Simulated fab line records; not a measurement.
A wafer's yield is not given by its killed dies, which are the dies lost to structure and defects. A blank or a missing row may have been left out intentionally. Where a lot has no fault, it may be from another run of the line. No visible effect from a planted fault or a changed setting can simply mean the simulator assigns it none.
Which tool is to blame?	flow n5-finfet	12 lots with 36 wafers sampled at 2 steps, on a route of 1938 steps

== WHAT THE GAUGES SHOWED, per wafer ==
N5_WELL_APT_INSPECT_38: inspects for defects (darkfield).
lot	measured	on	raw-defect-count
L075	day 1 22:52	defect-inspect-02	11 15 13
L077	day 2 10:38	defect-inspect-02	7 7 19
L079	day 2 22:44	defect-inspect-02	9 10 5
L081	day 3 12:35	defect-inspect-01	19 19 9
L083	day 3 23:09	defect-inspect-01	17 33 15
L085	day 4 11:45	defect-inspect-02	4 6 11
L087	day 4 23:19	defect-inspect-01	25 14 22
L089	day 5 11:25	defect-inspect-01	15 11 14
L091	day 5 23:26	defect-inspect-02	9 18 20
L093	day 6 10:47	defect-inspect-01	15 11 13
L095	day 6 23:20	defect-inspect-02	11 4 13
L097	day 7 11:08	defect-inspect-01	8 12 11

== WHICH TOOL RAN EACH LOT (tool, then ch and the chambers of the sampled wafers, then the start) ==
lot	N5_WELL_APT_RTA_34
L075	rtp-anneal-02 ch 0, day 1 21:46
L077	rtp-anneal-02 ch 0, day 2 09:35
L079	rtp-anneal-01 ch 0, day 2 21:41
L081	rtp-anneal-02 ch 0, day 3 11:32
L083	rtp-anneal-01 ch 0, day 3 22:05
L085	rtp-anneal-02 ch 0, day 4 10:17
L087	rtp-anneal-01 ch 0, day 4 21:54
L089	rtp-anneal-01 ch 0, day 5 10:21
L091	rtp-anneal-01 ch 0, day 5 22:21
L093	rtp-anneal-01 ch 0, day 6 09:43
L095	rtp-anneal-01 ch 0, day 6 22:14
L097	rtp-anneal-02 ch 0, day 7 10:04
- N5_WELL_APT_RTA_34: time 10 s.

== THE ANSWER, worked out from the rows above alone ==
Rule: the usual values come from the lots themselves. The widest of any qualifying gaps counts: lots, ordered by their means at a reading, are off when they make up no more than a third of the lots, leave a main group of 4 or more, and stand apart from it by 3 or more times the standard deviation of that group's means. The tables above print the reading to a certain number of digits; a main group whose means all agree to those digits is not used. A lot without any number at a reading at which 4 lots or more have one is off too. Any other lot the step has rows for is counted as sound.
Across all readings shown, no lot is off: no conclusion can be drawn from this.

== WHAT THE SIMULATOR HAD PUT IN ==
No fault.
